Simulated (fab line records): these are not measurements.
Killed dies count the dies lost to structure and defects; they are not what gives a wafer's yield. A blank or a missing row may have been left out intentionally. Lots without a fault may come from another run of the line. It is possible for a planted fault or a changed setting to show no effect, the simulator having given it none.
fab line records	flow n5-finfet
record: lots: 7	wafers: 21
route steps=1938 shown BEOL_M2@881 BEOL_M3@959 BEOL_M4@1028 BEOL_M6@1239 BEOL_M7@1305 BEOL_M9@1404
start-h: hours from the record's opening day to when the first of the lot's shown wafers began	wait-h: hours elapsed since this lot's preceding step	" the same as in the row above	L1.1+2: several wafers, shown together as one row	- either no value or no given start	* or withheld: withheld	< > ~ a bound
route shown NAME@n: a module of which the file shows steps, and the number in the route of the first	usual: mean/standard deviation of fault-free wafers	same: alike in all rows	chamber/n: place in a boat	sites: readings site by site	_std_site: the standard deviation of these	_edge_site: mean of outer sites minus mean of inner sites	radius-mm: how far each site lies from the wafer's centre	mask NAME#n: copy n	behind: the tool/chamber that last shaped the wafer	hold: what put the lot on hold/how long, in hours/how the hold closed	device: names the non-switching transistor (n, p or np)	end of line: the route-end tests of the same wafers	a step with no rows: only its recipe	killed: count of dies lost to structure and defects at first sort (not the wafer's yield)	map: a wafer's dies, marking killed ones x, the rest . and places with no die _
set.NAME: the setting the step ran with; set.NAME@STEP: the setting that earlier step ran with	model.NAME: the simulator's own value behind a step, which no gauge read
lots with deliberately changed settings; one table per step, one row per wafer
== steps ==
step: N5_BEOL_M2_ETCH_69
recipe: chemistry: CF4	target: SiARC	target-depth-a: 156	mask-material: CAR-EUV	time-s: 26	ion-energy-ev: 80	pressure-mtorr: 40	source-w: 545	bias-w: 36	Ar_flow_sccm: 100	cf4-flow-sccm: 100	ends: cleared
usual: rf-vpp-V: 184.0/1.1
lot.wafer	tool	chamber	start-h	wait-h	set.bias-w	rf-vpp-V
L075.3	rie-diel-02	3	145.80	0.0	30.85	166.9
L075.5	"	2	"	"	30.85	166.6
L075.6	"	1	"	"	36	186.4
L077.2	rie-diel-04	2	146.90	0.0	30.58	165.3
L077.3	"	1	"	"	36	182.2
L077.6	"	3	"	"	36	185.2
L079.1	rie-diel-06	2	163.25	0.0	31.46	168.5
L079.3	"	1	"	"	31.46	168.6
L079.6	"	1	"	"	36	185.6
L085.2	rie-diel-06	1	202.15	0.0	34.24	179.8
L085.5	"	1	"	"	34.24	178.1
L085.6	"	2	"	"	36	184.3
L089.3	rie-diel-04	1	235.37	0.0	38.49	192.7
L089.4	"	1	"	"	36	183.9
L089.6	"	2	"	"	38.49	191.4
L091.1	rie-diel-06	3	238.66	0.0	33.13	173.2
L091.4	"	0	"	"	33.13	171.9
L091.6	"	3	"	"	33.13	175.0
L096.1	rie-diel-04	2	267.31	0.0	36	183.0
L096.5	"	1	"	"	36	184.2
L096.6	"	2	"	"	36	183.1
step: N5_BEOL_M3_COAT_76
recipe: resist: underlayer	temp-c: 205	time-s: 60	spin-rpm: 1500	resist-thk-nm: 5
lot.wafer	tool	chamber	start-h	wait-h	set.spin-rpm
L075.3+5+6	litho-track-03	0	-	-	1500
L077.2+3+6	litho-track-05	0	-	-	1500
L079.1+3	litho-track-05	0	-	-	1425
L079.6	"	0	"	"	1500
L085.2+5+6	litho-track-05	0	-	-	1500
L089.3+6	litho-track-03	0	-	-	1500
L089.4	"	0	"	"	1382
L091.1	litho-track-05	0	-	-	1622
L091.4+6	"	0	"	"	1500
L096.1+5+6	litho-track-01	0	-	-	1500
step: N5_BEOL_M3_COAT_22
recipe: resist: CAR-EUV	spin-rpm: 1500	resist-thk-nm: 30
lot.wafer	tool	chamber	start-h	wait-h	set.spin-rpm	model.CAR-EUV_of_BEOL_M3_COAT_22.thk-nm
L075.3+6	litho-track-03	0	-	-	1500	30
L075.5	"	0	"	"	1396	31
L077.2	litho-track-05	0	-	-	1500	30.2
L077.3+6	"	0	"	"	1500	30
L079.1	litho-track-05	0	-	-	1663	28.4
L079.3+6	"	0	"	"	1500	30
L085.2	litho-track-05	0	-	-	1500	30.2
L085.5+6	"	0	"	"	1614	29
L089.3+4	litho-track-03	0	-	-	1364	31.4
L089.6	"	0	"	"	1364	31.2
L091.1+4+6	litho-track-05	0	-	-	1500	30
L096.1	litho-track-01	0	-	-	1500	30
L096.5+6	"	0	"	"	1500	29.8
step: N5_BEOL_M3_EBR_24
recipe: solvent: PGMEA	ebr-width-mm: 1.5
step: N5_BEOL_M3_SOFTBAKE_23
recipe: temp-c: 110	time-s: 60	resist: CAR-EUV
step: N5_BEOL_M3_DESCUM_33
recipe: chemistry: O2	time-s: 7	source-power-w: 50	bias-power-w: 20	pressure-mtorr: 20	rf-frequency-hz: 2.712e+07	temp-c: 40	resist: CAR-EUV	o2-flow-sccm: 225
step: N5_BEOL_M3_ETCH_77
recipe: chemistry: N2/H2	target: underlayer	target-depth-a: 65	mask-material: CAR-EUV	time-s: 5.2	ion-energy-ev: 200	pressure-mtorr: 30	source-w: 840	bias-w: 150	n2-flow-sccm: 200	h2-flow-sccm: 200	ends: cleared
lot.wafer	tool	chamber	start-h	wait-h	set.spin-rpm@BEOL_M3_COAT_76	model.etch.depth-nm
L075.3	rie-diel-05	1	155.43	0.0	1500	4.983
L075.5	"	2	"	"	1500	4.998
L075.6	"	3	"	"	1500	4.991
L077.2	rie-diel-03	0	155.45	0.0	1500	5.022
L077.3	"	1	"	"	1500	5.023
L077.6	"	1	"	"	1500	5.028
L079.1	rie-diel-03	1	175.79	0.0	1425	5.115
L079.3	"	0	"	"	1425	5.146
L079.6	"	3	"	"	1500	4.979
L085.2	rie-diel-03	1	213.05	0.0	1500	5.018
L085.5	"	3	"	"	1500	5.02
L085.6	"	0	"	"	1500	5.026
L089.3	rie-diel-01	3	244.00	0.0	1500	5
L089.4	"	1	"	"	1382	5.216
L089.6	"	3	"	"	1500	5.022
L091.1	rie-diel-05	1	248.26	0.0	1622	4.792
L091.4	"	0	"	"	1500	4.98
L091.6	"	0	"	"	1500	5
L096.1	rie-diel-03	2	282.56	0.0	1500	5.01
L096.5	"	3	"	"	1500	4.997
L096.6	"	2	"	"	1500	5.003
step: N5_BEOL_M4_COAT_05
recipe: resist: CAR-EUV	spin-rpm: 1500	resist-thk-nm: 30
lot.wafer	tool	chamber	start-h	wait-h	set.spin-rpm	model.CAR-EUV_of_BEOL_M4_COAT_05.thk-nm
L077.2+3	litho-track-05	0	-	-	1500	30
L077.6	"	0	"	"	1344	31.6
L075.3+5+6	litho-track-05	0	-	-	1500	30.2
L079.1	litho-track-02	0	-	-	1500	30
L079.3+6	"	0	"	"	1583	29.2
L085.2	litho-track-04	0	-	-	1385	31.4
L085.5	"	0	"	"	1500	30.2
L085.6	"	0	"	"	1500	30
L089.3	litho-track-04	0	-	-	1500	30
L089.4	"	0	"	"	1500	30.2
L089.6	"	0	"	"	1365	31.4
L091.1	litho-track-05	0	-	-	1659	28.4
L091.4	"	0	"	"	1500	30
L091.6	"	0	"	"	1500	29.8
L096.1+5+6	litho-track-02	0	-	-	1500	30
step: N5_BEOL_M4_DESCUM_16
recipe: chemistry: O2	time-s: 7	source-power-w: 50	bias-power-w: 20	pressure-mtorr: 20	rf-frequency-hz: 2.712e+07	temp-c: 40	resist: CAR-EUV	o2-flow-sccm: 225
lot.wafer	tool	chamber	start-h	wait-h	set.time-s	set.spin-rpm@BEOL_M4_COAT_05	model.CAR-EUV_of_BEOL_M4_COAT_05.thk-nm
L077.2+3	rie-diel-02	3,1	163.43	0.1	7	1500	26
L077.6	"	1	"	"	7	1344	27.8
L075.3+6	rie-diel-04	0,2	164.79	0.1	7	1500	26.2
L075.5	"	0	"	"	7	1500	26.4
L079.1	rie-diel-06	1	191.02	0.6	7	1500	26
L079.3	"	3	"	"	7	1583	25.2
L079.6	"	2	"	"	7	1583	25.4
L085.2	rie-diel-02	0	225.77	0.5	7	1385	27.4
L085.5+6	"	1,0	"	"	7	1500	26.2
L089.3	rie-diel-02	2	255.68	0.6	7	1500	26
L089.4	"	0	"	"	7	1500	26.2
L089.6	"	2	"	"	7	1365	27.4
L091.1	rie-diel-06	1	259.14	0.0	5.956	1659	25
L091.4+6	"	3,1	"	"	7	1500	26
L096.1+5	rie-diel-04	0,2	291.06	0.1	7	1500	26
L096.6	"	3	"	"	7	1500	26.2
step: N5_BEOL_M6_TRENCH_ETCH_37
recipe: chemistry: C4F6/O2	target-depth-a: 944.35	target: SiCOH_lowk	time-s: 31.5	ion-energy-ev: 250	pressure-mtorr: 30	source-w: 345	bias-w: 185	Ar_flow_sccm: 300	C4F6_flow_sccm: 10	O2_flow_sccm: 10
usual: rf-vpp-V: 668/5.7
lot.wafer	tool	chamber	start-h	wait-h	set.bias-w	rf-vpp-V	model.etch.depth-nm	model.BEOL_M6.feature-depth-nm
L075.3	rie-diel-06	0	-	-	185	667	93.6	93.6
L075.5	"	0	"	"	152.5	571	88.32	88.4
L075.6	"	3	"	"	185	675	95.87	95.8
L077.2	rie-diel-06	1	-	-	157.3	593	89.39	89.4
L077.3	"	3	"	"	157.3	594	91.87	91.8
L077.6	"	2	"	"	185	672	94.41	94.4
L079.1	rie-diel-04	1	-	-	185	663	95.07	95
L079.3	"	2	"	"	185	674	95.37	95.4
L079.6	"	2	"	"	185	673	94.68	94.6
L085.2	rie-diel-04	2	-	-	185	673	94.39	94.4
L085.5	"	2	"	"	185	674	95.77	95.8
L085.6	"	1	"	"	185	664	96.05	96
L089.3	rie-diel-02	3	-	-	185	657	95.68	95.6
L089.4	"	2	"	"	185	669	96.28	96.2
L089.6	"	0	"	"	185	662	96.55	96.6
L091.1	rie-diel-06	1	-	-	185	673	93.76	93.8
L091.4	"	2	"	"	185	671	92.25	92.2
L091.6	"	0	"	"	164.4	607	89.18	89.2
L096.1	rie-diel-04	2	-	-	185	672	94.17	94.2
L096.5	"	1	"	"	185	663	94.94	95
L096.6	"	2	"	"	185	673	94.91	95
step: N5_BEOL_M6_ETCH_41
recipe: chemistry: CH3F/O2	target: SiCN	target-depth-a: 297	taper-deg: 2	time-s: 52	ion-energy-ev: 120	mask-material: TiN	pressure-mtorr: 30	source-w: 395	bias-w: 75	Ar_flow_sccm: 150	CH3F_flow_sccm: 30	O2_flow_sccm: 20
step: N5_BEOL_M6_STRIP_80
recipe: chemistry: N2/H2	time-s: 10	power-w: 450	temp-c: 40	pressure-mtorr: 20	rf-frequency-hz: 6e+07	bias-power-w: 7	n2-flow-sccm: 200	h2-flow-sccm: 200
step: N5_BEOL_M6_OCD_MEAS_38
usual: trench-depth-nm: 94.8/1.5
lot.wafer	tool	chamber	start-h	wait-h	set.bias-w@BEOL_M6_TRENCH_ETCH_37	trench-depth-nm
L075.3	ocd-01	-	190.62	-	185	93.8
L075.5	"	-	"	"	152.5	88.1
L075.6	"	-	"	"	185	95.7
L077.2	ocd-02	-	191.01	-	157.3	89.4
L077.3	"	-	"	"	157.3	91.7
L077.6	"	-	"	"	185	94.6
L079.1	ocd-01	-	216.32	-	185	95.2
L079.3	"	-	"	"	185	95.5
L079.6	"	-	"	"	185	94.5
L085.2	ocd-02	-	251.09	-	185	94.3
L085.5	"	-	"	"	185	95.5
L085.6	"	-	"	"	185	96.0
L089.3	ocd-01	-	281.23	-	185	95.7
L089.4	"	-	"	"	185	96.7
L089.6	"	-	"	"	185	96.9
L091.1	ocd-01	-	284.32	-	185	93.9
L091.4	"	-	"	"	185	92.5
L091.6	"	-	"	"	164.4	88.8
L096.1	ocd-02	-	318.42	-	185	93.9
L096.5	"	-	"	"	185	94.9
L096.6	"	-	"	"	185	94.6
step: N5_BEOL_M6_ALD_77
recipe: material: TaN	target-thk-a: 20	temp-c: 275	ald-precursor-family: PDMAT	ald-co-reactant: NH3	pressure-torr: 3	carrier-flow-sccm: 1500	pulse-time-s: 2	purge-time-s: 3	co-reactant-purge-time-s: 2	co-reactant-pulse-time-s: 3	ald-cycles: 40	precursor-vessel-temp-c: 75	precursor-vessel-pressure-torr: 26.25	precursor-vessel-carrier-sccm: 1000
lot.wafer	tool	chamber	start-h	wait-h	set.co-reactant-pulse-time-s
L075.3	ald-metal-03	3	191.39	0.1	3
L075.5+6	"	0,3	"	"	3.3
L077.2+6	ald-metal-02	3,0	192.29	0.0	3
L077.3	"	0	"	"	2.51
L079.1+6	ald-metal-04	3,1	217.47	0.0	3
L079.3	"	2	"	"	3.542
L085.2	ald-metal-03	0	251.71	0.0	3
L085.5+6	"	0,3	"	"	3.195
L089.3	ald-metal-02	3	282.43	0.1	3
L089.4+6	"	0,1	"	"	3.353
L091.1+6	ald-metal-02	1	285.13	0.0	3
L091.4	"	3	"	"	2.725
L096.1+5+6	ald-metal-03	2,2,1	319.04	0.0	3
step: N5_BEOL_M6_SURFACE_TREAT_79
recipe: gas: Ar	time-s: *	ion-energy-ev: *	ion-current-ma-cm2: 0.5	pressure-mtorr: *	ar-flow-sccm: 30
step: N5_BEOL_M6_CVD_78
recipe: material: Co	target-thk-a: 20	temp-c: withheld	precursor: CCTBA/H2	pressure-torr: 30	time-s: 142.3
step: N5_BEOL_M6_ECD_50
recipe: material: Cu	target-thk-a: 3000
step: N5_BEOL_M6_ANNEAL_51
recipe: temp-c: 225	time-s: 90	ambient: N2
step: N5_BEOL_M6_CMP_52
recipe: stop-on: SiCOH_lowk	t-overpolish-s: 6.9	down-force-psi: 1	platen-rpm: 50	clearing-platen-down-force-psi: 1.5	clearing-platen-rpm: 50	post-cmp-clean: cu-alkaline	target-thk-nm: 80	clearing-platen-pad-velocity-m-s: 0.99484	pad-velocity-m-s: 0.99484
lot.wafer	tool	chamber	start-h	wait-h	set.bias-w@BEOL_M6_TRENCH_ETCH_37	model.Cu_of_BEOL_M6_ECD_50.thk-nm
L075.3	cmp-03	0	192.62	0.2	185	78.6
L075.6	"	0	"	"	185	80.8
L075.5	"	1	"	"	152.5	73.8
L077.2	cmp-01	3	193.35	0.2	157.3	75.4
L077.3	"	1	"	"	157.3	77
L077.6	"	0	"	"	185	81.4
L079.3	cmp-01	2	218.94	0.2	185	80.4
L079.1	"	1	"	"	185	80.6
L079.6	"	2	"	"	185	78
L085.2	cmp-04	3	252.89	0.3	185	79.4
L085.6	"	0	"	"	185	81
L085.5	"	1	"	"	185	80
L089.4	cmp-04	3	284.36	0.1	185	81.2
L089.3	"	0	"	"	185	80.8
L089.6	"	0	"	"	185	81.4
L091.1	cmp-04	3	286.51	0.3	185	80.4
L091.4	"	0	"	"	185	79.6
L091.6	"	0	"	"	164.4	76.2
L096.1	cmp-01	0	320.78	0.3	185	80.6
L096.6	"	2	"	"	185	81
L096.5	"	3	"	"	185	81.4
step: N5_BEOL_M6_PRE_CLEAN_55
recipe: gas: NH3	time-s: 15	temp-c: withheld	rf-power-w: 300
step: N5_BEOL_M6_DEP_56
recipe: material: SiCN	target-thk-a: 100	temp-c: withheld	precursor: 3MS/NH3	pressure-torr: 3	rf-w: 202	time-s: 17.5
step: N5_BEOL_M6_RS_MEAS_57
recipe: thk-meas-gauge: four-point-probe	reads: Cu_of_BEOL_M6_ECD_50+Co_of_BEOL_M6_CVD_78+TaN_of_BEOL_M6_ALD_77
usual: M6_RS: 0.284/0.0075
lot.wafer	tool	chamber	start-h	wait-h	set.bias-w@BEOL_M6_TRENCH_ETCH_37	M6_RS[ohm/sq]
L075.3	film-metro-02	-	193.04	0.1	185	0.293
L075.5	"	-	"	"	152.5	0.316
L075.6	"	-	"	"	185	0.284
L077.2	film-metro-02	-	193.78	0.1	157.3	0.308
L077.3	"	-	"	"	157.3	0.300
L077.6	"	-	"	"	185	0.281
L079.1	film-metro-01	-	219.36	0.1	185	0.282
L079.3	"	-	"	"	185	0.283
L079.6	"	-	"	"	185	0.294
L085.2	film-metro-01	-	253.20	0.1	185	0.288
L085.5	"	-	"	"	185	0.286
L085.6	"	-	"	"	185	0.281
L089.3	film-metro-01	-	284.79	0.1	185	0.282
L089.4	"	-	"	"	185	0.280
L089.6	"	-	"	"	185	0.279
L091.1	film-metro-02	-	286.93	0.1	185	0.285
L091.4	"	-	"	"	185	0.288
L091.6	"	-	"	"	164.4	0.303
L096.1	film-metro-01	-	321.12	0.1	185	0.282
L096.5	"	-	"	"	185	0.280
L096.6	"	-	"	"	185	0.281
step: N5_BEOL_M7_VIA_ETCH_34
recipe: chemistry: C4F6/O2	target: SiCOH_lowk	target-depth-a: 1255	mask-material: SOC	taper-deg: 4	time-s: 50.5	ion-energy-ev: 250	pressure-mtorr: 30	source-w: 345	bias-w: 185	Ar_flow_sccm: 300	C4F6_flow_sccm: 10	O2_flow_sccm: 10
lot.wafer	tool	chamber	start-h	wait-h	set.time-s	model.etch.depth-nm	model.SOC_of_BEOL_M7_COAT_63.thk-nm
L075.3	rie-diel-01	1	195.70	0.0	50.5	129	53.8
L075.5	"	2	"	"	50.5	125.6	53.8
L075.6	"	0	"	"	50.5	124.4	53.8
L077.2	rie-diel-03	2	197.42	0.0	39.32	97.11	55.4
L077.3	"	3	"	"	39.32	97.85	55.4
L077.6	"	1	"	"	50.5	126.6	54
L079.1	rie-diel-03	2	224.50	0.0	50.5	122.7	54
L079.3	"	3	"	"	44.75	110.6	54.8
L079.6	"	1	"	"	50.5	125.9	53.8
L085.2	rie-diel-03	1	259.05	0.0	50.5	126.5	53.8
L085.5	"	3	"	"	50.5	125.3	53.8
L085.6	"	0	"	"	50.5	124.1	54.2
L089.3	rie-diel-01	2	287.80	0.0	43.07	106.8	55.2
L089.4	"	1	"	"	50.5	128.3	54.2
L089.6	"	3	"	"	43.07	110.2	55
L091.1	rie-diel-05	0	289.82	0.0	50.5	126.9	53.8
L091.4	"	1	"	"	56.27	143.6	53.2
L091.6	"	2	"	"	50.5	124.7	54
L096.1	rie-diel-01	0	327.85	0.0	50.5	128.3	54
L096.5	"	1	"	"	50.5	126.7	54
L096.6	"	0	"	"	50.5	127.9	53.8
step: N5_BEOL_M7_ETCH_41
recipe: chemistry: CH3F/O2	target: SiCN	target-depth-a: 319	taper-deg: 2	time-s: 57.8	ion-energy-ev: 120	mask-material: TiN	pressure-mtorr: 30	source-w: 395	bias-w: 75	Ar_flow_sccm: 150	CH3F_flow_sccm: 30	O2_flow_sccm: 20
usual: rf-vpp-V: 297.5/1.8
lot.wafer	tool	chamber	start-h	wait-h	set.source-w	rf-vpp-V	model.etch.depth-nm
L075.3	rie-diel-01	1	-	-	395	300.3	22.63
L075.5	"	2	"	"	395	298.7	21.93
L075.6	"	0	"	"	343.1	311.3	20.76
L077.2	rie-diel-03	2	-	-	395	300.2	21.66
L077.3	"	3	"	"	395	296.2	22.03
L077.6	"	1	"	"	395	298.9	21.86
L079.1	rie-diel-03	2	-	-	356.3	310.3	20.76
L079.3	"	3	"	"	395	293.3	21.86
L079.6	"	1	"	"	356.3	308.3	21.19
L085.2	rie-diel-03	1	-	-	367.4	305.3	21.62
L085.5	"	3	"	"	395	294.5	21.83
L085.6	"	0	"	"	367.4	306.8	21.32
L089.3	rie-diel-01	2	-	-	363.6	306.0	21.33
L089.4	"	1	"	"	395	300.3	22.29
L089.6	"	3	"	"	395	298.6	22.66
L091.1	rie-diel-05	0	-	-	358.4	306.0	21.43
L091.4	"	1	"	"	395	297.0	22.12
L091.6	"	2	"	"	358.4	304.9	20.73
L096.1	rie-diel-01	0	-	-	395	299.1	22.48
L096.5	"	1	"	"	395	299.4	22.52
L096.6	"	0	"	"	395	297.8	22.54
step: N5_BEOL_M9_PECVD_70
recipe: material: SiO2	target-thk-a: 200	temp-c: 400	precursor: TEOS/O2	pressure-torr: 5.5	rf-w: 450	teos-flow-sccm: 53.8	gas: O2	flow-sccm: 3000	time-s: 22.7
lot.wafer	tool	chamber	start-h	wait-h	set.temp-c	model.SiO2_of_BEOL_M9_PECVD_70.thk-nm
L075.3	pecvd-01	2	208.10	0.0	400	19.4
L075.5	"	1	"	"	404.7	19.4
L075.6	"	2	"	"	400	20
L077.2	pecvd-04	2	208.61	0.0	387.4	21.4
L077.3	"	0	"	"	400	19.6
L077.6	"	2	"	"	400	20.2
L079.1+6	pecvd-02	1	236.00	0.0	400	20
L079.3	"	2	"	"	400	19.8
L085.2	pecvd-01	1	269.93	0.0	416	17.2
L085.5	"	1	"	"	400	19.6
L085.6	"	2	"	"	416	18
L089.3	pecvd-01	2	299.63	0.0	400	19.6
L089.4	"	0	"	"	416.5	18
L089.6	"	1	"	"	416.5	17.6
L091.1	pecvd-01	0	300.36	0.0	400	20
L091.4+6	"	0,2	"	"	400	20.2
L096.1	pecvd-02	0	339.99	0.0	400	19.6
L096.5+6	"	2,1	"	"	400	20.2
== key ==
split: step: N5_BEOL_M2_ETCH_69	setting: bias-w	stated: 36	by: wafer
response: step: N5_BEOL_M2_ETCH_69	reading: rf-vpp-V	change: +1.29	per: 1%	r: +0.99
split: step: N5_BEOL_M3_COAT_76	setting: spin-rpm	stated: 1500	by: wafer
response: step: N5_BEOL_M3_ETCH_77	reading: model.etch.depth-nm	change: -0.026	per: 1%	r: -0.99
split: step: N5_BEOL_M3_COAT_22	setting: spin-rpm	stated: 1500	by: wafer
response: step: N5_BEOL_M3_COAT_22	reading: model.CAR-EUV_of_BEOL_M3_COAT_22.thk-nm	change: -0.149	per: 1%	r: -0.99
split: step: N5_BEOL_M4_COAT_05	setting: spin-rpm	stated: 1500	by: wafer
response: step: N5_BEOL_M4_COAT_05	reading: model.CAR-EUV_of_BEOL_M4_COAT_05.thk-nm	change: -0.15	per: 1%	r: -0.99
response: step: N5_BEOL_M4_DESCUM_16	reading: model.CAR-EUV_of_BEOL_M4_COAT_05.thk-nm	change: -0.138	per: 1%	r: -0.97
split: step: N5_BEOL_M4_DESCUM_16	setting: time-s	stated: 7	by: wafer
response none clear
split: step: N5_BEOL_M6_TRENCH_ETCH_37	setting: bias-w	stated: 185	by: wafer
response: step: N5_BEOL_M6_TRENCH_ETCH_37	reading: rf-vpp-V	change: +5.57	per: 1%	r: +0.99
response: step: N5_BEOL_M6_TRENCH_ETCH_37	reading: model.etch.depth-nm	change: +0.323	per: 1%	r: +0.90
response: step: N5_BEOL_M6_TRENCH_ETCH_37	reading: model.BEOL_M6.feature-depth-nm	change: +0.32	per: 1%	r: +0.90
response: step: N5_BEOL_M6_OCD_MEAS_38	reading: trench-depth-nm	change: +0.344	per: 1%	r: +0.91
response: step: N5_BEOL_M6_CMP_52	reading: model.Cu_of_BEOL_M6_ECD_50.thk-nm	change: +0.341	per: 1%	r: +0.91
response: step: N5_BEOL_M6_RS_MEAS_57	reading: M6_RS	change: -0.00153	per: 1%	r: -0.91
split: step: N5_BEOL_M6_ALD_77	setting: co-reactant-pulse-time-s	stated: 3	by: wafer
response none clear
split: step: N5_BEOL_M7_VIA_ETCH_34	setting: time-s	stated: 50.5	by: wafer
response: step: N5_BEOL_M7_VIA_ETCH_34	reading: model.etch.depth-nm	change: +1.34	per: 1%	r: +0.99
response: step: N5_BEOL_M7_VIA_ETCH_34	reading: model.SOC_of_BEOL_M7_COAT_63.thk-nm	change: -0.0646	per: 1%	r: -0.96
split: step: N5_BEOL_M7_ETCH_41	setting: source-w	stated: 395	by: wafer
response: step: N5_BEOL_M7_ETCH_41	reading: rf-vpp-V	change: -1.12	per: 1%	r: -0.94
response: step: N5_BEOL_M7_ETCH_41	reading: model.etch.depth-nm	change: +0.107	per: 1%	r: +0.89
split: step: N5_BEOL_M9_PECVD_70	setting: temp-c	stated: 400	by: wafer
response: step: N5_BEOL_M9_PECVD_70	reading: model.SiO2_of_BEOL_M9_PECVD_70.thk-nm	change: -0.463	per: 1%	r: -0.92
